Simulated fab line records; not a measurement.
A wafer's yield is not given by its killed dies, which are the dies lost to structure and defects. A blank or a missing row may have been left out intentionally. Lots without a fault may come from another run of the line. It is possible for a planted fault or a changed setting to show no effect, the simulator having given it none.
fab line records || flow nand-harc || part 2 of 2: steps 22 to 31 of 31
record {"lots": 5, "wafers": 15, "last-day": 32}
route steps=1302 shown A_CHANNEL_HOLE_D1@484 A_CHANNEL_FILL_D1@490
lots untouched by any fault: they come from a run of this same line in which no faults occurred
start-h: hours from the record's first day to the start of the lot's first wafer shown || wait-h: hours elapsed since this lot's preceding step || " repeats the value in the row above || L1.1+2: one row covering several wafers at once || - either no value or no given start || * or withheld: withheld || < > ~ a bound
route shown NAME@n: a module of which the file shows steps, and the number in the route of the first || usual: the fault-free wafers' mean and standard deviation || same: alike in all rows || chamber/n: place in a boat || sites: per-site readings || _std_site: how widely they spread, as a standard deviation || _edge_site: mean of outer sites minus mean of inner sites || radius-mm: for every site, how far away it sits from the centre of the wafer || mask NAME#n: copy n || behind: the last tool/chamber to shape the wafer || hold: why the lot was held/for how many hours/how that ended || device: the n, p or np transistor that did not switch || end of line: at the end of the route, the tests of the same wafers || a step given without rows: its recipe and nothing more || killed: count of dies lost to structure and defects at first sort (not the wafer's yield) || map: shows each die of a wafer: x if killed, . if not, _ if none is there
set.NAME: the setting as run; set.NAME@STEP: as run at that earlier step || model.NAME: the simulator's own value behind a step, which no gauge read
certain route steps with their lots: each step a table, each wafer a row
services: a tool's chamber out of use, with start hour (start-h, from the record's first day; less than 0 if before it), hours out, and reason
## steps
# step NHARC_A_CHANNEL_FILL_D1_ANNEAL_22
# recipe {"temp-c": 620, "time-s": 7200}
# usual {"spike-tc-bottom-C": "639.7/2.2", "zone-power-top-pct": "20.1/1.5"}
{"lot.wafer": "L075.1", "tool": "furnace-03", "chamber": 0, "start-h": 226.74, "wait-h": 4.0, "spike-tc-bottom-C": 637.6, "zone-power-top-pct": 20.5}
{"lot.wafer": "L075.4", "tool": "furnace-03", "chamber": 0, "start-h": 226.74, "wait-h": 4.0, "spike-tc-bottom-C": 637.1, "zone-power-top-pct": 20.0}
{"lot.wafer": "L075.6", "tool": "furnace-03", "chamber": 0, "start-h": 226.74, "wait-h": 4.0, "spike-tc-bottom-C": 637.2, "zone-power-top-pct": 20.3}
{"lot.wafer": "L076.1", "tool": "furnace-08", "chamber": 0, "start-h": 242.48, "wait-h": 3.3, "spike-tc-bottom-C": 638.7, "zone-power-top-pct": 23.5}
{"lot.wafer": "L076.3", "tool": "furnace-08", "chamber": 0, "start-h": 242.48, "wait-h": 3.3, "spike-tc-bottom-C": 639.0, "zone-power-top-pct": 23.6}
{"lot.wafer": "L076.5", "tool": "furnace-08", "chamber": 0, "start-h": 242.48, "wait-h": 3.3, "spike-tc-bottom-C": 637.0, "zone-power-top-pct": 22.7}
{"lot.wafer": "L079.3", "tool": "furnace-05", "chamber": 0, "start-h": 268.98, "wait-h": 3.5, "spike-tc-bottom-C": 640.4, "zone-power-top-pct": 18.9}
{"lot.wafer": "L079.4", "tool": "furnace-05", "chamber": 0, "start-h": 268.98, "wait-h": 3.5, "spike-tc-bottom-C": 641.4, "zone-power-top-pct": 19.0}
{"lot.wafer": "L079.6", "tool": "furnace-05", "chamber": 0, "start-h": 268.98, "wait-h": 3.5, "spike-tc-bottom-C": 642.0, "zone-power-top-pct": 19.1}
{"lot.wafer": "L083.1", "tool": "furnace-05", "chamber": 0, "start-h": 319.06, "wait-h": 6.4, "spike-tc-bottom-C": 640.8, "zone-power-top-pct": 19.2}
{"lot.wafer": "L083.3", "tool": "furnace-05", "chamber": 0, "start-h": 319.06, "wait-h": 6.4, "spike-tc-bottom-C": 641.1, "zone-power-top-pct": 19.3}
{"lot.wafer": "L083.5", "tool": "furnace-05", "chamber": 0, "start-h": 319.06, "wait-h": 6.4, "spike-tc-bottom-C": 640.8, "zone-power-top-pct": 19.2}
{"lot.wafer": "L095.1", "tool": "furnace-03", "chamber": 0, "start-h": 436.26, "wait-h": 3.4, "spike-tc-bottom-C": 636.1, "zone-power-top-pct": 20.1}
{"lot.wafer": "L095.2", "tool": "furnace-03", "chamber": 0, "start-h": 436.26, "wait-h": 3.4, "spike-tc-bottom-C": 637.7, "zone-power-top-pct": 20.2}
{"lot.wafer": "L095.5", "tool": "furnace-03", "chamber": 0, "start-h": 436.26, "wait-h": 3.4, "spike-tc-bottom-C": 637.4, "zone-power-top-pct": 20.4}
# step NHARC_A_CHANNEL_FILL_D1_ALD_25
# recipe {"target-thk-a": 600, "pulse-time-s": 10, "ald-cycles": 600, "temp-c": 300, "material": "SiOx"}
# usual {"heater-power-w": "478/27", "precursor-pulse-height-rel": "0.999/0.02", "susceptor-temp-C": "300.01/0.18"}
{"lot.wafer": "L075.1", "tool": "ald-hk-01", "chamber": 3, "start-h": 231.36, "wait-h": 0.7, "heater-power-w": 487, "precursor-pulse-height-rel": 1.048, "susceptor-temp-C": 300.23}
{"lot.wafer": "L075.4", "tool": "ald-hk-01", "chamber": 1, "start-h": 232.60, "wait-h": 1.9, "heater-power-w": 466, "precursor-pulse-height-rel": 0.978, "susceptor-temp-C": 299.74}
{"lot.wafer": "L075.6", "tool": "ald-hk-01", "chamber": 2, "start-h": 232.60, "wait-h": 1.9, "heater-power-w": 447, "precursor-pulse-height-rel": 1.017, "susceptor-temp-C": 300.03}
{"lot.wafer": "L076.3", "tool": "ald-hk-04", "chamber": 0, "start-h": 247.78, "wait-h": 1.3, "heater-power-w": 469, "precursor-pulse-height-rel": 1.022, "susceptor-temp-C": 300.59}
{"lot.wafer": "L076.1", "tool": "ald-hk-04", "chamber": 1, "start-h": 247.78, "wait-h": 1.3, "heater-power-w": 467, "precursor-pulse-height-rel": 0.980, "susceptor-temp-C": 299.90}
{"lot.wafer": "L076.5", "tool": "ald-hk-04", "chamber": 2, "start-h": 247.78, "wait-h": 1.3, "heater-power-w": 495, "precursor-pulse-height-rel": 1.003, "susceptor-temp-C": 299.98}
{"lot.wafer": "L079.4", "tool": "ald-hk-04", "chamber": 0, "start-h": 273.03, "wait-h": 0.1, "heater-power-w": 488, "precursor-pulse-height-rel": 1.005, "susceptor-temp-C": "-"}
{"lot.wafer": "L079.3", "tool": "ald-hk-04", "chamber": 3, "start-h": 274.85, "wait-h": 1.9, "heater-power-w": 474, "precursor-pulse-height-rel": 1.012, "susceptor-temp-C": "-"}
{"lot.wafer": "L079.6", "tool": "ald-hk-04", "chamber": 1, "start-h": 276.05, "wait-h": 3.1, "heater-power-w": 470, "precursor-pulse-height-rel": 0.984, "susceptor-temp-C": "-"}
{"lot.wafer": "L083.1", "tool": "ald-hk-03", "chamber": 0, "start-h": 324.37, "wait-h": 1.3, "heater-power-w": 514, "precursor-pulse-height-rel": 0.984, "susceptor-temp-C": 299.75}
{"lot.wafer": "L083.3", "tool": "ald-hk-03", "chamber": 1, "start-h": 324.37, "wait-h": 1.3, "heater-power-w": 469, "precursor-pulse-height-rel": 1.007, "susceptor-temp-C": 299.93}
{"lot.wafer": "L083.5", "tool": "ald-hk-03", "chamber": 3, "start-h": 326.22, "wait-h": 3.1, "heater-power-w": 472, "precursor-pulse-height-rel": 1.022, "susceptor-temp-C": 299.86}
{"lot.wafer": "L095.2", "tool": "ald-hk-03", "chamber": 3, "start-h": 440.35, "wait-h": 0.1, "heater-power-w": 455, "precursor-pulse-height-rel": 1.009, "susceptor-temp-C": 299.74}
{"lot.wafer": "L095.1", "tool": "ald-hk-03", "chamber": 2, "start-h": 442.21, "wait-h": 1.9, "heater-power-w": 517, "precursor-pulse-height-rel": 1.034, "susceptor-temp-C": 300.13}
{"lot.wafer": "L095.5", "tool": "ald-hk-03", "chamber": 3, "start-h": 442.21, "wait-h": 1.9, "heater-power-w": 456, "precursor-pulse-height-rel": 1.005, "susceptor-temp-C": 300.00}
# step NHARC_A_CHANNEL_FILL_D1_ETCHBACK_08
# recipe {"target-depth-a": 2200, "time-s": 110, "c4f8-flow-sccm": 20, "ar-flow-sccm": "withheld", "rf-w": 600, "bias-w": 300, "chemistry": "C4F8"}
# usual {"oes-product-au": "0.944/0.029", "rf-vpp-V": "440.2/1.8"}
{"lot.wafer": "L075.4", "tool": "rie-diel-10", "chamber": 2, "start-h": "-", "wait-h": "-", "oes-product-au": 0.929, "rf-hours-counter-h": 7.6, "rf-vpp-V": 441.6}
{"lot.wafer": "L075.1", "tool": "rie-diel-10", "chamber": 3, "start-h": "-", "wait-h": "-", "oes-product-au": 0.919, "rf-hours-counter-h": 7.5, "rf-vpp-V": 436.5}
{"lot.wafer": "L075.6", "tool": "rie-diel-10", "chamber": 3, "start-h": "-", "wait-h": "-", "oes-product-au": 0.924, "rf-hours-counter-h": "-", "rf-vpp-V": 438.8}
{"lot.wafer": "L076.3", "tool": "rie-diel-10", "chamber": 2, "start-h": "-", "wait-h": "-", "oes-product-au": 1.009, "rf-hours-counter-h": 0.0, "rf-vpp-V": 442.0}
{"lot.wafer": "L076.1", "tool": "rie-diel-10", "chamber": 3, "start-h": "-", "wait-h": "-", "oes-product-au": 1.004, "rf-hours-counter-h": 0.0, "rf-vpp-V": 437.5}
{"lot.wafer": "L076.5", "tool": "rie-diel-10", "chamber": 3, "start-h": "-", "wait-h": "-", "oes-product-au": 0.994, "rf-hours-counter-h": "-", "rf-vpp-V": 437.1}
{"lot.wafer": "L079.3", "tool": "rie-diel-08", "chamber": 0, "start-h": "-", "wait-h": "-", "oes-product-au": 0.956, "rf-hours-counter-h": 6.2, "rf-vpp-V": 437.9}
{"lot.wafer": "L079.4", "tool": "rie-diel-08", "chamber": 1, "start-h": "-", "wait-h": "-", "oes-product-au": 0.961, "rf-hours-counter-h": 5.2, "rf-vpp-V": 439.6}
{"lot.wafer": "L079.6", "tool": "rie-diel-08", "chamber": 1, "start-h": "-", "wait-h": "-", "oes-product-au": 0.945, "rf-hours-counter-h": "-", "rf-vpp-V": 439.3}
{"lot.wafer": "L083.3", "tool": "rie-diel-11", "chamber": 0, "start-h": "-", "wait-h": "-", "oes-product-au": 0.982, "rf-hours-counter-h": 5.0, "rf-vpp-V": 440.2}
{"lot.wafer": "L083.1", "tool": "rie-diel-11", "chamber": 3, "start-h": "-", "wait-h": "-", "oes-product-au": 0.999, "rf-hours-counter-h": 4.5, "rf-vpp-V": 441.0}
{"lot.wafer": "L083.5", "tool": "rie-diel-11", "chamber": 1, "start-h": "-", "wait-h": "-", "oes-product-au": 0.998, "rf-hours-counter-h": "-", "rf-vpp-V": 440.5}
{"lot.wafer": "L095.1", "tool": "rie-diel-11", "chamber": 3, "start-h": "-", "wait-h": "-", "oes-product-au": 1.000, "rf-hours-counter-h": 0.1, "rf-vpp-V": 439.4}
{"lot.wafer": "L095.2", "tool": "rie-diel-11", "chamber": 0, "start-h": "-", "wait-h": "-", "oes-product-au": 0.987, "rf-hours-counter-h": 0.1, "rf-vpp-V": 440.9}
{"lot.wafer": "L095.5", "tool": "rie-diel-11", "chamber": 0, "start-h": "-", "wait-h": "-", "oes-product-au": 0.991, "rf-hours-counter-h": "-", "rf-vpp-V": 440.3}
# step NHARC_A_CHANNEL_FILL_D1_STRIP_29
# recipe {"time-s": 20, "o2-flow-sccm": 500, "ar-flow-sccm": 0, "bias-w": 0, "chemistry": "O2"}
# usual {"drypump-motor-current-A": "5.3/0.33", "oes-product-au": "1.000/0.01", "rf-vpp-V": "57.7/0.75", "showerhead-plenum-p-Torr": "3.50/0.085", "throttle-valve-pct": "17.036/0.009"}
{"lot.wafer": "L075.4", "tool": "rie-diel-10", "chamber": 3, "start-h": "-", "wait-h": "-", "drypump-motor-current-A": 5.0, "oes-product-au": 1.004, "rf-hours-counter-h": 7.5, "rf-vpp-V": 56.8, "showerhead-plenum-p-Torr": 3.33, "throttle-valve-pct": 17.031}
{"lot.wafer": "L075.1", "tool": "rie-diel-10", "chamber": 2, "start-h": "-", "wait-h": "-", "drypump-motor-current-A": 5.4, "oes-product-au": 0.996, "rf-hours-counter-h": 7.7, "rf-vpp-V": 58.9, "showerhead-plenum-p-Torr": 3.55, "throttle-valve-pct": 17.041}
{"lot.wafer": "L075.6", "tool": "rie-diel-10", "chamber": 0, "start-h": "-", "wait-h": "-", "drypump-motor-current-A": 5.2, "oes-product-au": 1.002, "rf-hours-counter-h": "-", "rf-vpp-V": 59.4, "showerhead-plenum-p-Torr": 3.58, "throttle-valve-pct": 17.028}
{"lot.wafer": "L076.1", "tool": "rie-diel-10", "chamber": 1, "start-h": "-", "wait-h": "-", "drypump-motor-current-A": 5.6, "oes-product-au": 1.000, "rf-hours-counter-h": 0.0, "rf-vpp-V": 58.1, "showerhead-plenum-p-Torr": 3.52, "throttle-valve-pct": 17.028}
{"lot.wafer": "L076.3", "tool": "rie-diel-10", "chamber": 0, "start-h": "-", "wait-h": "-", "drypump-motor-current-A": 5.2, "oes-product-au": 1.009, "rf-hours-counter-h": 0.0, "rf-vpp-V": 57.6, "showerhead-plenum-p-Torr": 3.58, "throttle-valve-pct": 17.037}
{"lot.wafer": "L076.5", "tool": "rie-diel-10", "chamber": 1, "start-h": "-", "wait-h": "-", "drypump-motor-current-A": 5.6, "oes-product-au": 1.004, "rf-hours-counter-h": "-", "rf-vpp-V": 58.6, "showerhead-plenum-p-Torr": 3.52, "throttle-valve-pct": 17.024}
{"lot.wafer": "L079.3", "tool": "rie-diel-08", "chamber": 0, "start-h": "-", "wait-h": "-", "drypump-motor-current-A": 5.2, "oes-product-au": 0.989, "rf-hours-counter-h": 6.3, "rf-vpp-V": 56.5, "showerhead-plenum-p-Torr": 3.40, "throttle-valve-pct": 17.051}
{"lot.wafer": "L079.4", "tool": "rie-diel-08", "chamber": 1, "start-h": "-", "wait-h": "-", "drypump-motor-current-A": 5.0, "oes-product-au": 1.005, "rf-hours-counter-h": 5.3, "rf-vpp-V": 56.5, "showerhead-plenum-p-Torr": 3.37, "throttle-valve-pct": 17.027}
{"lot.wafer": "L079.6", "tool": "rie-diel-08", "chamber": 3, "start-h": "-", "wait-h": "-", "drypump-motor-current-A": 5.4, "oes-product-au": 0.989, "rf-hours-counter-h": "-", "rf-vpp-V": 57.2, "showerhead-plenum-p-Torr": 3.60, "throttle-valve-pct": 17.036}
{"lot.wafer": "L083.3", "tool": "rie-diel-11", "chamber": 0, "start-h": "-", "wait-h": "-", "drypump-motor-current-A": 5.7, "oes-product-au": 0.989, "rf-hours-counter-h": 5.0, "rf-vpp-V": 56.9, "showerhead-plenum-p-Torr": 3.48, "throttle-valve-pct": 17.036}
{"lot.wafer": "L083.1", "tool": "rie-diel-11", "chamber": 2, "start-h": "-", "wait-h": "-", "drypump-motor-current-A": 6.1, "oes-product-au": 1.006, "rf-hours-counter-h": 4.4, "rf-vpp-V": 57.9, "showerhead-plenum-p-Torr": 3.60, "throttle-valve-pct": 17.041}
{"lot.wafer": "L083.5", "tool": "rie-diel-11", "chamber": 0, "start-h": "-", "wait-h": "-", "drypump-motor-current-A": 5.7, "oes-product-au": 0.983, "rf-hours-counter-h": "-", "rf-vpp-V": 57.3, "showerhead-plenum-p-Torr": 3.48, "throttle-valve-pct": 17.034}
{"lot.wafer": "L095.2", "tool": "rie-diel-11", "chamber": 3, "start-h": "-", "wait-h": "-", "drypump-motor-current-A": 5.8, "oes-product-au": 0.994, "rf-hours-counter-h": 0.1, "rf-vpp-V": 57.9, "showerhead-plenum-p-Torr": 3.50, "throttle-valve-pct": 17.044}
{"lot.wafer": "L095.1", "tool": "rie-diel-11", "chamber": 1, "start-h": "-", "wait-h": "-", "drypump-motor-current-A": 5.4, "oes-product-au": 0.996, "rf-hours-counter-h": 0.1, "rf-vpp-V": 58.6, "showerhead-plenum-p-Torr": 3.51, "throttle-valve-pct": 17.036}
{"lot.wafer": "L095.5", "tool": "rie-diel-11", "chamber": 0, "start-h": "-", "wait-h": "-", "drypump-motor-current-A": 5.7, "oes-product-au": 0.995, "rf-hours-counter-h": "-", "rf-vpp-V": 57.5, "showerhead-plenum-p-Torr": 3.48, "throttle-valve-pct": 17.039}
# step NHARC_A_CHANNEL_FILL_D1_PRECLEAN_30
# recipe {"time-s": 30, "chemistry": "dHF"}
{"lot.wafer": "L075.1+6+4", "tool": "wet-bench-01", "chamber": "6,7,3", "start-h": 236.56, "wait-h": "-"}
{"lot.wafer": "L076.1+3+5", "tool": "wet-bench-09", "chamber": "7,1,3", "start-h": 252.37, "wait-h": "-"}
{"lot.wafer": "L079.6+4+3", "tool": "wet-bench-09", "chamber": "2,3,7", "start-h": 278.76, "wait-h": "-"}
{"lot.wafer": "L083.5+3+1", "tool": "wet-bench-01", "chamber": "6,1,2", "start-h": 328.95, "wait-h": "-"}
{"lot.wafer": "L095.1+2+5", "tool": "wet-bench-02", "chamber": "0,2,5", "start-h": 446.16, "wait-h": "-"}
# step NHARC_A_CHANNEL_FILL_D1_SRD_31
{"lot.wafer": "L075.1+6+4", "tool": "wet-bench-01", "chamber": "6,7,3", "start-h": 236.59, "wait-h": 0.0}
{"lot.wafer": "L076.1+3+5", "tool": "wet-bench-09", "chamber": "7,1,3", "start-h": 252.40, "wait-h": 0.0}
{"lot.wafer": "L079.6+4+3", "tool": "wet-bench-09", "chamber": "2,3,7", "start-h": 278.79, "wait-h": 0.0}
{"lot.wafer": "L083.5+3+1", "tool": "wet-bench-01", "chamber": "6,1,2", "start-h": 329.00, "wait-h": 0.0}
{"lot.wafer": "L095.1+2+5", "tool": "wet-bench-02", "chamber": "0,2,5", "start-h": 446.19, "wait-h": 0.0}
# step NHARC_A_CHANNEL_FILL_D1_CVD_09
# recipe {"target-thk-a": 1500, "temp-c": 620, "pressure-mtorr": 200, "time-s": 3000, "material": "poly-Si"}
# usual {"spike-tc-bottom-C": "644.5/2.3", "zone-power-top-pct": "18.2/1"}
{"lot.wafer": "L075.1", "tool": "lpcvd-poly-04", "chamber": 0, "start-h": 238.93, "wait-h": 2.3, "spike-tc-bottom-C": 642.9, "zone-power-top-pct": 17.5}
{"lot.wafer": "L075.4", "tool": "lpcvd-poly-04", "chamber": 0, "start-h": 238.93, "wait-h": 2.3, "spike-tc-bottom-C": 643.5, "zone-power-top-pct": 17.4}
{"lot.wafer": "L075.6", "tool": "lpcvd-poly-04", "chamber": 0, "start-h": 238.93, "wait-h": 2.3, "spike-tc-bottom-C": 644.0, "zone-power-top-pct": 17.2}
{"lot.wafer": "L076.1", "tool": "lpcvd-poly-02", "chamber": 0, "start-h": 254.66, "wait-h": 2.3, "spike-tc-bottom-C": 644.4, "zone-power-top-pct": 19.4}
{"lot.wafer": "L076.3", "tool": "lpcvd-poly-02", "chamber": 0, "start-h": 254.66, "wait-h": 2.3, "spike-tc-bottom-C": 642.8, "zone-power-top-pct": 19.4}
{"lot.wafer": "L076.5", "tool": "lpcvd-poly-02", "chamber": 0, "start-h": 254.66, "wait-h": 2.3, "spike-tc-bottom-C": 643.9, "zone-power-top-pct": 19.7}
{"lot.wafer": "L079.3", "tool": "lpcvd-poly-04", "chamber": 0, "start-h": 281.13, "wait-h": 2.3, "spike-tc-bottom-C": 645.5, "zone-power-top-pct": 17.5}
{"lot.wafer": "L079.4", "tool": "lpcvd-poly-04", "chamber": 0, "start-h": 281.13, "wait-h": 2.3, "spike-tc-bottom-C": 643.9, "zone-power-top-pct": 17.3}
{"lot.wafer": "L079.6", "tool": "lpcvd-poly-04", "chamber": 0, "start-h": 281.13, "wait-h": 2.3, "spike-tc-bottom-C": 643.7, "zone-power-top-pct": 17.3}
{"lot.wafer": "L083.1", "tool": "lpcvd-poly-04", "chamber": 0, "start-h": 331.23, "wait-h": 2.2, "spike-tc-bottom-C": 642.9, "zone-power-top-pct": 17.2}
{"lot.wafer": "L083.3", "tool": "lpcvd-poly-04", "chamber": 0, "start-h": 331.23, "wait-h": 2.2, "spike-tc-bottom-C": 643.4, "zone-power-top-pct": 17.3}
{"lot.wafer": "L083.5", "tool": "lpcvd-poly-04", "chamber": 0, "start-h": 331.23, "wait-h": 2.2, "spike-tc-bottom-C": 644.0, "zone-power-top-pct": 17.1}
{"lot.wafer": "L095.1", "tool": "lpcvd-poly-02", "chamber": 0, "start-h": 446.82, "wait-h": 0.6, "spike-tc-bottom-C": 644.9, "zone-power-top-pct": 19.2}
{"lot.wafer": "L095.2", "tool": "lpcvd-poly-02", "chamber": 0, "start-h": 446.82, "wait-h": 0.6, "spike-tc-bottom-C": 643.5, "zone-power-top-pct": 19.3}
{"lot.wafer": "L095.5", "tool": "lpcvd-poly-02", "chamber": 0, "start-h": 446.82, "wait-h": 0.6, "spike-tc-bottom-C": 642.6, "zone-power-top-pct": 19.8}
# step NHARC_A_CHANNEL_FILL_D1_CMP_10
# recipe {"target-thk-nm": 150}
# usual {"edge-zone-pressure-frac": "1.000/0.0049", "motor-current-A": "12.2/0.98", "time-to-endpoint-s": "15.4/2.5"}
{"lot.wafer": "L075.4", "tool": "cmp-03", "chamber": 3, "start-h": 242.09, "wait-h": 0.4, "edge-zone-pressure-frac": 0.999, "motor-current-A": 12.0, "time-to-endpoint-s": 15.7}
{"lot.wafer": "L075.1", "tool": "cmp-03", "chamber": 2, "start-h": 242.09, "wait-h": 0.4, "edge-zone-pressure-frac": 0.997, "motor-current-A": 11.4, "time-to-endpoint-s": 16.0}
{"lot.wafer": "L075.6", "tool": "cmp-03", "chamber": 3, "start-h": 242.09, "wait-h": 0.4, "edge-zone-pressure-frac": 1.002, "motor-current-A": 12.2, "time-to-endpoint-s": 17.4}
{"lot.wafer": "L076.3", "tool": "cmp-03", "chamber": 1, "start-h": 257.86, "wait-h": 0.4, "edge-zone-pressure-frac": 1.001, "motor-current-A": 12.6, "time-to-endpoint-s": 20.5}
{"lot.wafer": "L076.1", "tool": "cmp-03", "chamber": 2, "start-h": 257.86, "wait-h": 0.4, "edge-zone-pressure-frac": 0.995, "motor-current-A": 11.3, "time-to-endpoint-s": 16.9}
{"lot.wafer": "L076.5", "tool": "cmp-03", "chamber": 1, "start-h": 257.86, "wait-h": 0.4, "edge-zone-pressure-frac": 1.004, "motor-current-A": 13.2, "time-to-endpoint-s": 18.0}
{"lot.wafer": "L079.4", "tool": "cmp-02", "chamber": 2, "start-h": 284.32, "wait-h": 0.4, "edge-zone-pressure-frac": 1.008, "motor-current-A": 12.6, "time-to-endpoint-s": 15.9}
{"lot.wafer": "L079.3", "tool": "cmp-02", "chamber": 0, "start-h": 284.32, "wait-h": 0.4, "edge-zone-pressure-frac": 1.000, "motor-current-A": 13.2, "time-to-endpoint-s": 16.6}
{"lot.wafer": "L079.6", "tool": "cmp-02", "chamber": 3, "start-h": 284.32, "wait-h": 0.4, "edge-zone-pressure-frac": 1.002, "motor-current-A": 12.3, "time-to-endpoint-s": 16.3}
{"lot.wafer": "L083.1", "tool": "cmp-03", "chamber": 2, "start-h": 334.39, "wait-h": 0.4, "edge-zone-pressure-frac": 0.993, "motor-current-A": 11.6, "time-to-endpoint-s": 16.2}
{"lot.wafer": "L083.3", "tool": "cmp-03", "chamber": 0, "start-h": 334.39, "wait-h": 0.4, "edge-zone-pressure-frac": 0.999, "motor-current-A": 14.3, "time-to-endpoint-s": 15.5}
{"lot.wafer": "L083.5", "tool": "cmp-03", "chamber": 2, "start-h": 334.39, "wait-h": 0.4, "edge-zone-pressure-frac": 0.993, "motor-current-A": 12.1, "time-to-endpoint-s": 16.4}
{"lot.wafer": "L095.1", "tool": "cmp-03", "chamber": 3, "start-h": 450.03, "wait-h": 0.4, "edge-zone-pressure-frac": 1.001, "motor-current-A": 11.2, "time-to-endpoint-s": 16.4}
{"lot.wafer": "L095.2", "tool": "cmp-03", "chamber": 1, "start-h": 450.03, "wait-h": 0.4, "edge-zone-pressure-frac": 0.998, "motor-current-A": 13.9, "time-to-endpoint-s": 16.7}
{"lot.wafer": "L095.5", "tool": "cmp-03", "chamber": 3, "start-h": 450.03, "wait-h": 0.4, "edge-zone-pressure-frac": 1.006, "motor-current-A": 12.0, "time-to-endpoint-s": 14.6}
# step NHARC_A_CHANNEL_FILL_D1_SRD_12
{"lot.wafer": "L075.4+1+6", "tool": "wet-bench-02", "chamber": "4,6,7", "start-h": 242.39, "wait-h": 0.0}
{"lot.wafer": "L076.5+3+1", "tool": "wet-bench-01", "chamber": "4,5,0", "start-h": 258.13, "wait-h": 0.0}
{"lot.wafer": "L079.3+6+4", "tool": "wet-bench-09", "chamber": "0,1,5", "start-h": 284.61, "wait-h": 0.0}
{"lot.wafer": "L083.1+5+3", "tool": "wet-bench-09", "chamber": "5,0,2", "start-h": 334.66, "wait-h": 0.0}
{"lot.wafer": "L095.1+5+2", "tool": "wet-bench-09", "chamber": "4,5,7", "start-h": 450.34, "wait-h": 0.0}
# step NHARC_A_CHANNEL_FILL_D1_INSPECT_13
# usual {"raw-defect-count": "296/120"}
{"lot.wafer": "L075.1", "tool": "defect-inspect-01", "chamber": "-", "start-h": 242.50, "wait-h": 0.0, "raw-defect-count": 288}
{"lot.wafer": "L075.4", "tool": "defect-inspect-01", "chamber": "-", "start-h": 242.50, "wait-h": 0.0, "raw-defect-count": 607}
{"lot.wafer": "L075.6", "tool": "defect-inspect-01", "chamber": "-", "start-h": 242.50, "wait-h": 0.0, "raw-defect-count": 525}
{"lot.wafer": "L076.1", "tool": "defect-inspect-02", "chamber": "-", "start-h": 258.25, "wait-h": 0.0, "raw-defect-count": 227}
{"lot.wafer": "L076.3", "tool": "defect-inspect-02", "chamber": "-", "start-h": 258.25, "wait-h": 0.0, "raw-defect-count": 143}
{"lot.wafer": "L076.5", "tool": "defect-inspect-02", "chamber": "-", "start-h": 258.25, "wait-h": 0.0, "raw-defect-count": 125}
{"lot.wafer": "L079.3", "tool": "defect-inspect-02", "chamber": "-", "start-h": 284.73, "wait-h": 0.0, "raw-defect-count": 317}
{"lot.wafer": "L079.4", "tool": "defect-inspect-02", "chamber": "-", "start-h": 284.73, "wait-h": 0.0, "raw-defect-count": 450}
{"lot.wafer": "L079.6", "tool": "defect-inspect-02", "chamber": "-", "start-h": 284.73, "wait-h": 0.0, "raw-defect-count": 391}
{"lot.wafer": "L083.1", "tool": "defect-inspect-01", "chamber": "-", "start-h": 334.78, "wait-h": 0.0, "raw-defect-count": 244}
{"lot.wafer": "L083.3", "tool": "defect-inspect-01", "chamber": "-", "start-h": 334.78, "wait-h": 0.0, "raw-defect-count": 320}
{"lot.wafer": "L083.5", "tool": "defect-inspect-01", "chamber": "-", "start-h": 334.78, "wait-h": 0.0, "raw-defect-count": 204}
{"lot.wafer": "L095.1", "tool": "defect-inspect-02", "chamber": "-", "start-h": 450.44, "wait-h": 0.0, "raw-defect-count": 177}
{"lot.wafer": "L095.2", "tool": "defect-inspect-02", "chamber": "-", "start-h": 450.44, "wait-h": 0.0, "raw-defect-count": 137}
{"lot.wafer": "L095.5", "tool": "defect-inspect-02", "chamber": "-", "start-h": 450.44, "wait-h": 0.0, "raw-defect-count": 347}
## services
{"tool": "rie-diel-10", "chamber": 3, "start-h": 168.10, "hours": 1.6, "kind": "repair"}
{"tool": "ald-hk-04", "chamber": "-", "start-h": 172.73, "hours": 0.4, "kind": "repair"}
{"tool": "wet-bench-09", "chamber": "-", "start-h": 176.80, "hours": 8.0, "kind": "pm"}
{"tool": "rie-diel-08", "chamber": "-", "start-h": 190.81, "hours": 9.0, "kind": "pm"}
{"tool": "lpcvd-poly-02", "chamber": "-", "start-h": 206.99, "hours": 26.0, "kind": "pm"}
{"tool": "rie-diel-11", "chamber": "-", "start-h": 216.81, "hours": 0.2, "kind": "repair"}
{"tool": "lpcvd-poly-02", "chamber": "-", "start-h": 234.43, "hours": 14.9, "kind": "repair"}
{"tool": "rie-diel-08", "chamber": 0, "start-h": 236.47, "hours": 3.2, "kind": "repair"}
{"tool": "rie-diel-10", "chamber": "-", "start-h": 242.50, "hours": 9.0, "kind": "pm"}
{"tool": "wet-bench-02", "chamber": "-", "start-h": 244.00, "hours": 8.0, "kind": "pm"}
{"tool": "wet-bench-01", "chamber": "-", "start-h": 244.20, "hours": 1.9, "kind": "repair"}
{"tool": "rie-diel-08", "chamber": 2, "start-h": 253.28, "hours": 17.2, "kind": "repair"}
{"tool": "rie-diel-11", "chamber": "-", "start-h": 255.50, "hours": 9.0, "kind": "pm"}
{"tool": "ald-hk-04", "chamber": "-", "start-h": 257.10, "hours": 10.0, "kind": "pm"}
{"tool": "wet-bench-05", "chamber": "-", "start-h": 260.83, "hours": 8.0, "kind": "pm"}
{"tool": "wet-bench-01", "chamber": "-", "start-h": 277.60, "hours": 8.0, "kind": "pm"}
{"tool": "rie-diel-10", "chamber": 1, "start-h": 293.77, "hours": 3.7, "kind": "repair"}
{"tool": "ald-hk-01", "chamber": "-", "start-h": 297.45, "hours": 10.0, "kind": "pm"}
{"tool": "wet-bench-02", "chamber": "-", "start-h": 342.17, "hours": 0.6, "kind": "repair"}
{"tool": "wet-bench-09", "chamber": "-", "start-h": 352.80, "hours": 8.0, "kind": "pm"}
{"tool": "wet-bench-01", "chamber": "-", "start-h": 412.93, "hours": 9.9, "kind": "repair"}
{"tool": "rie-diel-10", "chamber": "-", "start-h": 419.50, "hours": 9.0, "kind": "pm"}
{"tool": "wet-bench-02", "chamber": "-", "start-h": 420.00, "hours": 8.0, "kind": "pm"}
{"tool": "ald-hk-04", "chamber": "-", "start-h": 435.10, "hours": 10.0, "kind": "pm"}
